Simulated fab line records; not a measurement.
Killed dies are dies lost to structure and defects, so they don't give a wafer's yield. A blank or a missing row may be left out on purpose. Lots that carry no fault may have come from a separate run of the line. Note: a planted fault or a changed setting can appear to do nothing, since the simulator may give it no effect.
fab line records	flow n5-finfet
record lots=12	wafers=36	last-day=18
route steps=1938 shown BEOL_M5@1180 BEOL_M6@1195 PASSIVATION@1936
lots that met no fault: from a run of the same line without faults
start-h: hours from the record's first day to the start of the lot's first wafer shown	wait-h: hours since the lot's step before	" as in the row above	L1.1+2: several wafers, shown together as one row	- no value present, or no start provided	* or withheld: withheld	< > ~ a bound
route shown NAME@n: NAME is a module with steps in the file, n the number in the route of the first one	usual: mean and standard deviation over wafers with no fault	same: alike in all rows	chamber/n: place in a boat	sites: per-site readings	_std_site: the standard deviation of these	_edge_site: outer sites' mean less inner sites'	radius-mm: how far each site lies from the wafer's centre	mask NAME#n: copy n	behind: the tool/chamber that last shaped the wafer	hold: reason for holding the lot/hours on hold/outcome of the hold	device: the n, p or np transistor that did not switch	end of line: the route-end tests of the same wafers	a step without rows: its recipe alone	killed: dies lost to structure and defects at the first sort, not the wafer's yield	map: a wafer's dies, x killed, . not, _ none there
set.NAME: setting as actually run; set.NAME@STEP: the setting as run at that earlier step	model.NAME: the simulator's own value behind a step, which no gauge read
a sample of lots followed through the steps of the route, with each step as a table and each wafer as a row
services: the hour from which a tool's chamber was out of use, counted from the record's first day as start-h (under 0 if before that day), plus the number of hours and why
## steps
# step N5_BEOL_M5_ANNEAL_84
# recipe temp-c=400	time-s=1800	ambient=vacuum
# usual heater-power-w=826/87	susceptor_temp_C_max=401.0/0.42
lot.wafer	tool	chamber	start-h	wait-h	heater-power-w	susceptor_temp_C_max
L608.1	pvd-sputter-03	-	209.31	0.0	739	400.4
L608.2	"	-	"	"	870	400.7
L608.5	"	-	"	"	894	400.7
L609.1	pvd-sputter-01	-	210.55	0.0	833	400.6
L609.2	"	-	"	"	1018	401.0
L609.5	"	-	"	"	868	400.8
L610.1	pvd-sputter-03	-	217.41	0.0	794	400.8
L610.4	"	-	"	"	738	400.3
L610.6	"	-	"	"	728	400.6
L614.1	pvd-sputter-02	-	237.17	0.0	876	401.1
L614.5	"	-	"	"	767	401.3
L614.6	"	-	"	"	846	401.6
L612.1	pvd-sputter-01	-	242.66	0.0	824	400.5
L612.3	"	-	"	"	862	400.6
L612.4	"	-	"	"	819	401.4
L611.2	pvd-sputter-03	-	242.80	0.0	785	400.7
L611.3	"	-	"	"	896	400.8
L611.4	"	-	"	"	753	400.4
L615.1	pvd-sputter-02	-	250.03	0.0	832	401.2
L615.3	"	-	"	"	839	401.2
L615.4	"	-	"	"	718	401.2
L619.1	pvd-sputter-02	-	273.95	0.0	856	401.4
L619.4	"	-	"	"	768	401.3
L619.5	"	-	"	"	758	401.9
L620.1	pvd-sputter-02	-	282.28	0.0	718	400.8
L620.3	"	-	"	"	828	401.5
L620.6	"	-	"	"	863	401.0
L627.1	pvd-sputter-02	-	319.60	0.0	870	401.5
L627.4	"	-	"	"	836	400.9
L627.5	"	-	"	"	711	401.3
L629.4	pvd-sputter-01	-	323.66	0.0	1036	400.9
L629.5	"	-	"	"	1042	401.2
L629.6	"	-	"	"	853	400.3
L628.2	pvd-sputter-03	-	327.60	0.0	799	400.6
L628.4	"	-	"	"	741	400.9
L628.6	"	-	"	"	728	400.7
# step N5_BEOL_M5_SPUTTER_90
# recipe material=Cu	target-thk-a=45	temp-c=-20	chamber-pressure-pa=0.07	power-w=withheld	time-s=8.29
# usual chamber-pressure-pa=0.07001/0.00016	throttle-valve-pct=30.2/1
lot.wafer	tool	chamber	start-h	wait-h	chamber-pressure-pa	throttle-valve-pct
L608.1	pvd-sputter-03	-	211.40	0.5	0.06983	30.5
L608.2	"	-	"	"	0.06989	29.6
L608.5	"	-	"	"	0.06986	29.7
L609.1	pvd-sputter-01	-	212.65	0.5	0.0701	31.1
L609.2	"	-	"	"	0.07032	29.6
L609.5	"	-	"	"	0.07015	30.7
L610.1	pvd-sputter-03	-	219.50	0.5	0.07003	28.9
L610.4	"	-	"	"	0.06999	30.7
L610.6	"	-	"	"	0.07002	31.6
L614.1	pvd-sputter-02	-	239.26	0.5	0.07002	29.3
L614.5	"	-	"	"	0.06981	31.6
L614.6	"	-	"	"	0.07009	29.4
L612.1	pvd-sputter-01	-	244.76	0.5	0.06996	31.0
L612.3	"	-	"	"	0.07003	30.5
L612.4	"	-	"	"	0.07017	30.1
L611.2	pvd-sputter-03	-	244.89	0.5	0.06997	29.4
L611.3	"	-	"	"	0.0701	29.9
L611.4	"	-	"	"	0.06995	30.6
L615.1	pvd-sputter-02	-	252.12	0.5	0.06985	30.1
L615.3	"	-	"	"	0.07012	29.2
L615.4	"	-	"	"	0.06993	28.0
L619.1	pvd-sputter-02	-	276.04	0.5	0.06977	29.3
L619.4	"	-	"	"	0.06991	31.4
L619.5	"	-	"	"	0.06981	31.4
L620.1	pvd-sputter-02	-	284.37	0.5	0.06998	27.9
L620.3	"	-	"	"	0.07019	29.7
L620.6	"	-	"	"	0.07028	29.4
L627.1	pvd-sputter-02	-	321.70	0.5	0.06987	29.2
L627.4	"	-	"	"	0.07006	30.1
L627.5	"	-	"	"	0.06995	28.0
L629.4	pvd-sputter-01	-	325.76	0.5	0.07006	29.4
L629.5	"	-	"	"	0.07016	29.6
L629.6	"	-	"	"	0.07005	31.1
L628.2	pvd-sputter-03	-	329.96	0.6	0.07008	29.1
L628.4	"	-	"	"	0.07025	31.8
L628.6	"	-	"	"	0.07022	31.6
# step N5_BEOL_M6_CURE_74
# recipe temp-c=385	time-s=240	ambient=He/Ar	material=SiCOH_lowk
# usual lamp-power-pct=52.31/0.054	wafer_temp_C_max=386.7/1
lot.wafer	tool	chamber	start-h	wait-h	lamp-power-pct	wafer_temp_C_max
L608.1	uv-cure-03	2	212.64	0.0	52.35	386.7
L608.2	"	2	"	"	52.34	385.7
L608.5	"	2	"	"	52.39	386.2
L609.1	uv-cure-01	0	213.84	0.0	52.30	387.8
L609.2	"	0	"	"	52.29	388.0
L609.5	"	0	"	"	52.43	388.0
L610.1	uv-cure-02	1	220.68	0.0	52.26	386.5
L610.4	"	1	"	"	52.26	386.2
L610.6	"	1	"	"	52.37	386.1
L614.1	uv-cure-03	2	241.40	0.0	52.33	385.7
L614.5	"	2	"	"	52.36	385.6
L614.6	"	2	"	"	52.23	385.9
L612.1	uv-cure-03	0	245.94	0.0	52.41	387.0
L612.3	"	0	"	"	52.31	388.3
L612.4	"	0	"	"	52.24	386.3
L611.2	uv-cure-01	2	246.33	0.1	52.27	386.0
L611.3	"	2	"	"	52.30	385.9
L611.4	"	2	"	"	52.27	385.8
L615.1	uv-cure-01	2	253.31	0.0	52.24	386.0
L615.3	"	2	"	"	52.35	385.4
L615.4	"	2	"	"	52.26	386.0
L619.1	uv-cure-01	0	277.53	0.3	52.34	388.6
L619.4	"	0	"	"	52.33	387.4
L619.5	"	0	"	"	52.44	388.6
L620.1	uv-cure-01	2	285.58	0.0	52.31	385.8
L620.3	"	2	"	"	52.32	385.6
L620.6	"	2	"	"	52.34	385.8
L627.1	uv-cure-02	2	323.89	0.0	52.34	388.1
L627.4	"	2	"	"	52.34	387.8
L627.5	"	2	"	"	52.29	388.5
L629.4	uv-cure-02	1	327.25	0.3	52.31	386.3
L629.5	"	1	"	"	52.28	385.8
L629.6	"	1	"	"	52.27	386.1
L628.2	uv-cure-03	1	332.01	0.4	52.25	385.4
L628.4	"	1	"	"	52.36	385.8
L628.6	"	1	"	"	52.21	385.8
# step N5_BEOL_M6_COAT_05
# recipe resist=CAR-ArF	spin-rpm=1500	resist-thk-nm=90
# usual spin-speed-rpm=1499.9/0.93
lot.wafer	tool	chamber	start-h	wait-h	spin-speed-rpm
L608.1	litho-track-04	0	213.56	-	1500.8
L608.2	"	0	"	"	1501.3
L608.5	"	0	"	"	1500.8
L609.1	litho-track-03	0	216.39	-	1501.3
L609.2	"	0	"	"	1500.1
L609.5	"	0	"	"	1499.5
L610.1	litho-track-02	0	221.98	-	1500.4
L610.4	"	0	"	"	1499.7
L610.6	"	0	"	"	1499.8
L614.1	litho-track-02	0	243.74	-	1498.0
L614.5	"	0	"	"	1499.5
L614.6	"	0	"	"	1499.5
L612.1	litho-track-03	0	249.90	-	1499.8
L612.3	"	0	"	"	1500.7
L612.4	"	0	"	"	1500.8
L611.2	litho-track-02	0	249.92	-	1499.9
L611.3	"	0	"	"	1500.4
L611.4	"	0	"	"	1499.9
L615.1	litho-track-02	0	256.20	-	1498.9
L615.3	"	0	"	"	1499.5
L615.4	"	0	"	"	1497.0
L619.1	litho-track-03	0	280.32	-	1499.0
L619.4	"	0	"	"	1499.0
L619.5	"	0	"	"	1498.6
L620.1	litho-track-04	0	287.66	-	1500.8
L620.3	"	0	"	"	1500.9
L620.6	"	0	"	"	1500.5
L627.1	litho-track-04	0	325.99	-	1669.0
L627.4	"	0	"	"	1670.4
L627.5	"	0	"	"	1670.1
L629.4	litho-track-04	0	330.55	-	1670.6
L629.5	"	0	"	"	1669.5
L629.6	"	0	"	"	1670.6
L628.2	litho-track-02	0	334.30	-	1497.4
L628.4	"	0	"	"	1498.8
L628.6	"	0	"	"	1498.7
# step N5_PASSIVATION_PROBE_49
# usual defect-limited-yield=91.2/1.5	killed_at_M0_to_M3=33/9.6	killed_at_M4_up=14/5.6	killed-at-contacts=14/5.5	killed-at-front-end=40/13	killed-at-other=4/3	killed-dies=104/17	killed-open=68/13	killed-short=33/7.2	sort_bin_5_function=5.2/0.95	sort_bin_6_memory=3.3/0.62	sort_bin_8_speed=0.00/0.012	sort-n-pass=1076/17	sort-yield-pct=91.2/1.5
# same gross-dies=1180	killed-at-back-side=0	sort_bin_4_leakage[%]=0
lot.wafer	tool	chamber	start-h	wait-h	defect-limited-yield[%]	killed_at_M0_to_M3	killed_at_M4_up	killed-at-contacts	killed-at-front-end	killed-at-other	killed-dies	killed-open	killed-short	sort_bin_5_function[%]	sort_bin_6_memory[%]	sort_bin_8_speed[%]	sort-n-pass	sort-yield-pct[%]
L608.1	prober-02	-	312.44	0.0	90.9	30	30	8	36	3	107	75	27	5.3	3.5	0	1073	90.9
L608.2	prober-02	-	312.49	0.1	94.0	14	11	10	34	2	71	42	23	3.6	1.9	0	1109	94.0
L608.5	prober-02	-	312.64	0.2	91.0	23	31	22	27	3	106	69	36	5.1	3.4	0	1074	91.0
L610.1	prober-01	-	315.08	0.0	91.1	24	17	5	57	2	105	73	28	5.3	3.2	0	1075	91.1
L610.4	prober-01	-	315.23	0.2	88.8	40	17	16	57	2	132	87	41	7.6	3.2	0	1048	88.8
L610.6	prober-01	-	315.33	0.3	88.5	63	19	5	47	2	136	99	30	6.4	4.3	0	1044	88.5
L609.1	prober-02	-	315.63	0.0	91.0	43	9	9	39	6	106	70	36	5.3	3.5	0	1074	91.0
L609.2	prober-02	-	315.68	0.1	91.8	27	15	13	34	8	97	68	29	5.1	2.7	0	1083	91.8
L609.5	prober-02	-	315.83	0.2	91.4	33	10	15	34	10	102	66	36	5.3	3.1	0	1078	91.4
L614.1	prober-02	-	331.90	0.0	91.5	41	18	7	34	0	100	68	30	5.2	3.1	0	1080	91.5
L614.5	prober-02	-	332.10	0.2	92.8	23	10	13	37	2	85	48	33	4.2	2.8	0	1095	92.8
L614.6	prober-02	-	332.15	0.3	89.8	54	21	8	35	2	120	73	44	5.9	3.6	0	1060	89.8
L612.1	prober-02	-	337.04	0.0	92.2	37	9	10	31	5	92	55	36	4.2	3.3	0	1088	92.2
L612.3	prober-02	-	337.14	0.1	90.8	25	14	23	40	7	109	66	36	5.3	3.2	0	1071	90.8
L612.4	prober-02	-	337.19	0.2	91.4	37	15	10	32	8	102	58	43	4.6	3.5	0	1078	91.4
L611.2	prober-01	-	337.64	0.1	92.2	18	16	24	32	2	92	66	25	4.9	2.7	0	1088	92.2
L611.3	prober-01	-	337.69	0.1	90.4	29	17	24	36	7	113	72	38	5.3	3.6	0	1067	90.4
L611.4	prober-01	-	337.74	0.2	89.3	33	11	25	44	13	126	82	42	6.2	4.1	0	1054	89.3
L615.1	prober-02	-	347.15	0.2	90.6	28	21	16	41	5	111	77	31	5.8	3.2	0	1069	90.6
L615.3	prober-02	-	347.25	0.3	89.3	40	20	12	48	6	126	86	39	6.7	3.8	0	1054	89.3
L615.4	prober-02	-	347.30	0.4	92.6	28	14	14	30	1	87	56	28	4.4	2.7	0	1093	92.6
L619.1	prober-01	-	372.57	0.0	90.7	36	8	11	47	8	110	68	36	5.6	3.1	0	1070	90.7
L619.4	prober-01	-	372.72	0.2	91.0	19	11	13	54	9	106	62	38	5.3	3.3	0	1074	91.0
L619.5	prober-01	-	372.77	0.2	90.7	24	9	13	50	14	110	69	31	5.3	3.5	0	1070	90.7
L620.1	prober-02	-	386.41	0.0	91.6	31	8	17	41	2	99	59	38	5.0	2.9	0	1081	91.6
L620.3	prober-02	-	386.51	0.1	93.3	18	9	13	36	3	79	49	23	3.6	2.5	0	1101	93.3
L620.6	prober-02	-	386.66	0.3	91.9	31	11	8	39	6	95	63	32	4.2	3.4	0	1085	91.9
L627.1	prober-02	-	426.33	0.0	92.0	18	23	2	49	2	94	58	28	5.1	2.4	0	1086	92.0
L627.4	prober-02	-	426.48	0.2	90.7	36	10	6	53	5	110	69	37	5.3	3.5	0	1070	90.7
L627.5	prober-02	-	426.53	0.2	92.5	35	2	5	44	2	88	54	31	4.4	2.8	0.08	1091	92.5
L628.2	prober-01	-	427.08	0.1	92.8	21	22	9	30	3	85	61	22	4.1	2.9	0	1095	92.8
L628.4	prober-01	-	427.18	0.2	89.6	30	10	10	73	0	123	85	31	6.2	3.7	0	1057	89.6
L628.6	prober-01	-	427.28	0.3	88.8	30	8	17	72	5	132	84	43	6.8	3.6	0	1048	88.8
L629.4	prober-01	-	429.20	0.2	93.9	29	10	11	17	5	72	41	31	3.5	2.5	0	1108	93.9
L629.5	prober-01	-	429.25	0.2	91.9	40	12	11	23	9	95	53	40	5.3	2.3	0	1085	91.9
L629.6	prober-01	-	429.30	0.3	93.0	37	6	7	31	2	83	57	24	4.1	2.5	0	1097	93.0
# killed by level:class
L608.1 BEOL_M4:geometric-particle:open=15 FIN_SAQP:geometric-particle:open=11 BEOL_M2:geometric-particle:open=11 FIN_SAQP:geometric-particle:short=8 BEOL_M3:geometric-particle:open=6 MOL_CONTACT_COAG:geometric-particle:open=5 BEOL_M5:geometric-particle:open=5 STI_FIN_REVEAL:geometric-particle:open=3
L608.2 FIN_SAQP:geometric-particle:open=8 BEOL_M4:geometric-particle:open=8 MOL_CONTACT_COAG:geometric-particle:open=7 HKMG_FIN:area-etch=5 STI_FIN_REVEAL:geometric-particle:open=4 BEOL_M0_SAQP:geometric-particle:short=4 FIN_SAQP:geometric-particle:short=3 DUMMY_GATE:geometric-particle:short=3
L608.5 MOL_CONTACT_COAG:geometric-particle:open=19 BEOL_M4:geometric-particle:open=15 FIN_SAQP:geometric-particle:open=8 BEOL_M0_SAQP:geometric-particle:short=8 GATE_CUT:geometric-particle:short=5 BEOL_M2:geometric-particle:open=5 BEOL_M5:geometric-particle:open=5 BEOL_M0_SAQP:geometric-particle:open=4
L610.1 STI_FIN_REVEAL:geometric-particle:open=16 BEOL_M4:geometric-particle:open=10 DUMMY_GATE:geometric-particle:open=8 FIN_SAQP:geometric-particle:open=7 BEOL_M0_SAQP:geometric-particle:open=6 STARTING-WAFER:geometric-particle:open=6 STI_FIN_REVEAL:geometric-particle:short=5 BEOL_M1:geometric-particle:open=5
L610.4 FIN_SAQP:geometric-particle:open=17 BEOL_M2:geometric-particle:open=15 FIN_SAQP:geometric-particle:short=12 MOL_CONTACT_COAG:geometric-particle:open=11 STI_FIN_REVEAL:geometric-particle:open=9 BEOL_M0_SAQP:geometric-particle:short=9 BEOL_M4:geometric-particle:open=7 BEOL_M0_SAQP:geometric-particle:open=6
L610.6 STI_FIN_REVEAL:geometric-particle:open=17 BEOL_M1:geometric-particle:open=16 FIN_SAQP:geometric-particle:open=11 BEOL_M0_SAQP:geometric-particle:short=11 BEOL_M0_SAQP:geometric-particle:open=11 BEOL_M4:geometric-particle:open=10 BEOL_M2:geometric-particle:open=10 BEOL_M3:geometric-particle:open=6
L609.1 FIN_SAQP:geometric-particle:open=12 BEOL_M2:geometric-particle:open=11 FIN_SAQP:geometric-particle:short=7 MOL_CONTACT_COAG:geometric-particle:open=7 BEOL_M3:geometric-particle:open=7 DUMMY_GATE:geometric-particle:open=6 BEOL_M0_SAQP:geometric-particle:open=6 BEOL_M0:geometric-particle:open=4
L609.2 MOL_CONTACT_COAG:geometric-particle:open=12 BEOL_M4:geometric-particle:open=10 FIN_SAQP:geometric-particle:short=9 FIN_SAQP:geometric-particle:open=7 DUMMY_GATE:geometric-particle:open=7 BEOL_M3:geometric-particle:open=7 STI_FIN_REVEAL:geometric-particle:open=5 BEOL_M3:geometric-particle:short=5
L609.5 BEOL_M0_SAQP:geometric-particle:open=12 FIN_SAQP:geometric-particle:short=11 FIN_SAQP:geometric-particle:open=10 MOL_CONTACT_COAG:geometric-particle:open=10 BEOL_M0_SAQP:geometric-particle:short=7 PASS1_CAP:geometric-particle:open=7 MOL_CONTACT_COAG:geometric-particle:short=5 BEOL_M3:geometric-particle:open=5
L614.1 BEOL_M2:geometric-particle:open=12 STI_FIN_REVEAL:geometric-particle:open=9 BEOL_M4:geometric-particle:open=8 FIN_SAQP:geometric-particle:short=7 BEOL_M1:geometric-particle:open=7 MOL_CONTACT_COAG:geometric-particle:open=6 BEOL_M0_SAQP:geometric-particle:short=6 ILD0:geometric-particle:short=5
L614.5 FIN_SAQP:geometric-particle:short=13 MOL_CONTACT_COAG:geometric-particle:open=12 BEOL_M0:geometric-particle:open=5 FIN_SAQP:geometric-particle:open=4 BEOL_M2:geometric-particle:short=4 STI_FIN_REVEAL:geometric-particle:open=4 ILD0:geometric-particle:short=4 BEOL_M0_SAQP:geometric-particle:short=4
L614.6 BEOL_M2:geometric-particle:open=14 BEOL_M0_SAQP:geometric-particle:short=13 BEOL_M0_SAQP:geometric-particle:open=10 FIN_SAQP:geometric-particle:short=9 BEOL_M3:geometric-particle:open=7 BEOL_M4:geometric-particle:open=7 BEOL_M2:geometric-particle:short=6 ILD0:geometric-particle:short=5
L612.1 BEOL_M0_SAQP:geometric-particle:open=11 BEOL_M1:geometric-particle:open=8 BEOL_M2:geometric-particle:open=7 STARTING-WAFER:geometric-particle:short=7 FIN_SAQP:geometric-particle:short=6 MOL_CONTACT_COAG:geometric-particle:open=6 FIN_SAQP:geometric-particle:open=5 BEOL_M0_SAQP:geometric-particle:short=5
L612.3 MOL_CONTACT_COAG:geometric-particle:open=18 STI_FIN_REVEAL:geometric-particle:open=11 GATE_CUT:geometric-particle:short=9 BEOL_M4:geometric-particle:open=8 BEOL_M1:geometric-particle:open=7 BEOL_M0_SAQP:geometric-particle:short=5 BEOL_M2:geometric-particle:open=5 FIN_SAQP:geometric-particle:short=4
L612.4 BEOL_M2:geometric-particle:open=8 MOL_CONTACT_COAG:geometric-particle:open=8 BEOL_M4:geometric-particle:open=7 FIN_SAQP:geometric-particle:open=6 FIN_SAQP:geometric-particle:short=6 BEOL_M0_SAQP:geometric-particle:open=6 BEOL_M0_SAQP:geometric-particle:short=6 BEOL_M3:geometric-particle:short=6
L611.2 MOL_CONTACT_COAG:geometric-particle:open=19 STI_FIN_REVEAL:geometric-particle:open=13 FIN_SAQP:geometric-particle:open=7 BEOL_M4:geometric-particle:open=7 MOL_CONTACT_COAG:geometric-particle:short=5 BEOL_M5:geometric-particle:open=5 GATE_CUT:geometric-particle:short=3 BEOL_M0_SAQP:geometric-particle:short=3
L611.3 MOL_CONTACT_COAG:geometric-particle:open=19 FIN_SAQP:geometric-particle:open=9 FIN_SAQP:geometric-particle:short=7 BEOL_M0_SAQP:geometric-particle:short=6 BEOL_M3:geometric-particle:open=6 DUMMY_GATE:geometric-particle:open=5 MOL_CONTACT_COAG:geometric-particle:short=5 BEOL_M0_SAQP:geometric-particle:open=5
L611.4 MOL_CONTACT_COAG:geometric-particle:open=20 STI_FIN_REVEAL:geometric-particle:open=16 BEOL_M0_SAQP:geometric-particle:open=10 FIN_SAQP:geometric-particle:open=5 FIN_SAQP:geometric-particle:short=5 MOL_CONTACT_COAG:geometric-particle:short=5 BEOL_M1:geometric-particle:short=5 BEOL_M3:geometric-particle:open=5
L615.1 MOL_CONTACT_COAG:geometric-particle:open=13 STI_FIN_REVEAL:geometric-particle:open=11 FIN_SAQP:geometric-particle:open=8 BEOL_M4:geometric-particle:open=8 BEOL_M0_SAQP:geometric-particle:open=7 BEOL_M3:geometric-particle:open=6 FIN_SAQP:geometric-particle:short=5 GATE_CUT:geometric-particle:short=5
L615.3 BEOL_M3:geometric-particle:open=15 STI_FIN_REVEAL:geometric-particle:open=13 MOL_CONTACT_COAG:geometric-particle:open=10 FIN_SAQP:geometric-particle:open=9 FIN_SAQP:geometric-particle:short=6 BEOL_M0_SAQP:geometric-particle:open=6 BEOL_M2:geometric-particle:open=6 BEOL_M4:geometric-particle:open=6
L615.4 MOL_CONTACT_COAG:geometric-particle:open=10 FIN_SAQP:geometric-particle:open=9 FIN_SAQP:geometric-particle:short=8 BEOL_M3:geometric-particle:open=8 BEOL_M0_SAQP:geometric-particle:short=8 STI_FIN_REVEAL:geometric-particle:open=4 MOL_CONTACT_COAG:geometric-particle:short=4 BEOL_M0_SAQP:geometric-particle:open=4
L619.1 FIN_SAQP:geometric-particle:open=13 BEOL_M0_SAQP:geometric-particle:open=13 FIN_SAQP:geometric-particle:short=10 STI_FIN_REVEAL:geometric-particle:open=9 BEOL_M0_SAQP:geometric-particle:short=9 MOL_CONTACT_COAG:geometric-particle:open=8 BEOL_M2:geometric-particle:open=6 PASS1_DEP:geometric-particle:open=4
L619.4 STI_FIN_REVEAL:geometric-particle:open=11 FIN_SAQP:geometric-particle:open=10 MOL_CONTACT_COAG:geometric-particle:open=9 FIN_SAQP:geometric-particle:short=6 ILD0:geometric-particle:short=6 GATE_CUT:geometric-particle:open=6 BEOL_M2:geometric-particle:open=6 BEOL_M0_SAQP:geometric-particle:open=4
L619.5 STI_FIN_REVEAL:geometric-particle:open=18 MOL_CONTACT_COAG:geometric-particle:open=13 FIN_SAQP:geometric-particle:short=8 FIN_SAQP:geometric-particle:open=6 BEOL_M3:geometric-particle:open=6 STARTING-WAFER:geometric-particle:short=5 BEOL_M2:geometric-particle:open=4 PASS1_CAP:geometric-particle:short=4
L620.1 FIN_SAQP:geometric-particle:open=12 MOL_CONTACT_COAG:geometric-particle:open=9 FIN_SAQP:geometric-particle:short=8 STI_FIN_REVEAL:geometric-particle:open=7 MOL_CONTACT_COAG:geometric-particle:short=7 BEOL_M2:geometric-particle:open=7 BEOL_M2:geometric-particle:short=6 BEOL_M3:geometric-particle:open=6
L620.3 MOL_CONTACT_COAG:geometric-particle:open=13 FIN_SAQP:geometric-particle:open=6 HKMG_FIN:area-etch=6 FIN_SAQP:geometric-particle:short=5 STI_FIN_REVEAL:geometric-particle:open=4 BEOL_M3:geometric-particle:short=4 DUMMY_GATE:geometric-particle:open=4 BEOL_M4:geometric-particle:open=4
L620.6 FIN_SAQP:geometric-particle:open=11 BEOL_M1:geometric-particle:open=8 STI_FIN_REVEAL:geometric-particle:open=7 MOL_CONTACT_COAG:geometric-particle:open=7 FIN_SAQP:geometric-particle:short=6 BEOL_M2:geometric-particle:open=6 BEOL_M4:geometric-particle:open=6 GATE_CUT:geometric-particle:short=4
L627.1 FIN_SAQP:geometric-particle:open=8 DUMMY_GATE:geometric-particle:open=8 BEOL_M4:geometric-particle:open=8 STI_FIN_REVEAL:geometric-particle:open=7 GATE_CUT:geometric-particle:short=7 BEOL_M3:geometric-particle:open=5 BEOL_M8:geometric-particle:open=5 BEOL_M0_SAQP:geometric-particle:short=4
L627.4 BEOL_M2:geometric-particle:open=13 FIN_SAQP:geometric-particle:open=12 FIN_SAQP:geometric-particle:short=10 STI_FIN_REVEAL:geometric-particle:open=9 DUMMY_GATE:geometric-particle:open=8 BEOL_M3:geometric-particle:open=7 MOL_CONTACT_COAG:geometric-particle:open=6 BEOL_M0_SAQP:geometric-particle:short=5
L627.5 STI_FIN_REVEAL:geometric-particle:open=13 FIN_SAQP:geometric-particle:open=9 BEOL_M3:geometric-particle:open=8 BEOL_M0_SAQP:geometric-particle:short=8 STI_FIN_REVEAL:geometric-particle:short=5 BEOL_M0_SAQP:geometric-particle:open=5 BEOL_M1:geometric-particle:open=5 FIN_SAQP:geometric-particle:short=4
L628.2 FIN_SAQP:geometric-particle:open=9 BEOL_M5:geometric-particle:open=8 MOL_CONTACT_COAG:geometric-particle:open=7 BEOL_M4:geometric-particle:open=7 BEOL_M0_SAQP:geometric-particle:open=6 BEOL_M3:geometric-particle:open=6 FIN_SAQP:geometric-particle:short=5 GATE_CUT:geometric-particle:short=4
L628.4 FIN_SAQP:geometric-particle:open=36 FIN_SAQP:geometric-particle:short=15 BEOL_M2:geometric-particle:open=12 MOL_CONTACT_COAG:geometric-particle:open=7 BEOL_M0_SAQP:geometric-particle:open=6 BEOL_M4:geometric-particle:open=6 BEOL_M3:geometric-particle:open=5 HKMG_FIN:area-etch=4
L628.6 FIN_SAQP:geometric-particle:open=29 FIN_SAQP:geometric-particle:short=18 MOL_CONTACT_COAG:geometric-particle:open=14 STI_FIN_REVEAL:geometric-particle:open=9 BEOL_M3:geometric-particle:open=7 BEOL_M0_SAQP:geometric-particle:open=6 STI_FIN_REVEAL:geometric-particle:short=3 GATE_CUT:geometric-particle:short=3
L629.4 BEOL_M0_SAQP:geometric-particle:open=8 BEOL_M0_SAQP:geometric-particle:short=6 MOL_CONTACT_COAG:geometric-particle:open=6 MOL_CONTACT_COAG:geometric-particle:short=5 BEOL_M2:geometric-particle:open=5 GATE_CUT:geometric-particle:short=3 BEOL_M0:geometric-particle:open=3 BEOL_M1:geometric-particle:open=3
L629.5 BEOL_M0_SAQP:geometric-particle:short=18 MOL_CONTACT_COAG:geometric-particle:open=7 BEOL_M2:geometric-particle:open=7 DUMMY_GATE:geometric-particle:open=5 BEOL_M0_SAQP:geometric-particle:open=5 BEOL_M4:geometric-particle:open=5 MIM_TOP_ETCH:geometric-particle:short=4 FIN_SAQP:geometric-particle:short=3
L629.6 FIN_SAQP:geometric-particle:open=11 BEOL_M0_SAQP:geometric-particle:open=9 BEOL_M1:geometric-particle:open=8 FIN_SAQP:geometric-particle:short=7 BEOL_M2:geometric-particle:open=7 MOL_CONTACT_COAG:geometric-particle:open=6 BEOL_M0_SAQP:geometric-particle:short=5 BEOL_M3:geometric-particle:open=4
## services
tool	chamber	start-h	hours	kind
uv-cure-03	-	226.46	5.7	repair
uv-cure-02	-	271.68	7.5	pm
uv-cure-03	-	291.28	22.2	pm
pvd-sputter-02	-	305.59	2.2	repair
pvd-sputter-01	-	326.95	3.2	repair
uv-cure-01	-	327.76	7.5	pm
## key
first-sign step=N5_BEOL_M6_COAT_05	reading=spin-speed-rpm	direction=up	sigmas=99+	usual=*	struck=*
effect none on later readings
met-at N5_BEOL_M6_COAT_05
struck-lots L627,L629
not-acting-at N5_BEOL_M5_ANNEAL_84,N5_BEOL_M5_SPUTTER_90,N5_BEOL_M6_CURE_74
onset-between 287.66 325.99
fault kind=process-parameter-drift	tool=litho-track-04	chamber=-	onset-h=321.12	steps=N5_BEOL_M6_COAT_05	channel=spin-rpm	offset=*	shape=step	end-h=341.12	acts-in=*	stated=*
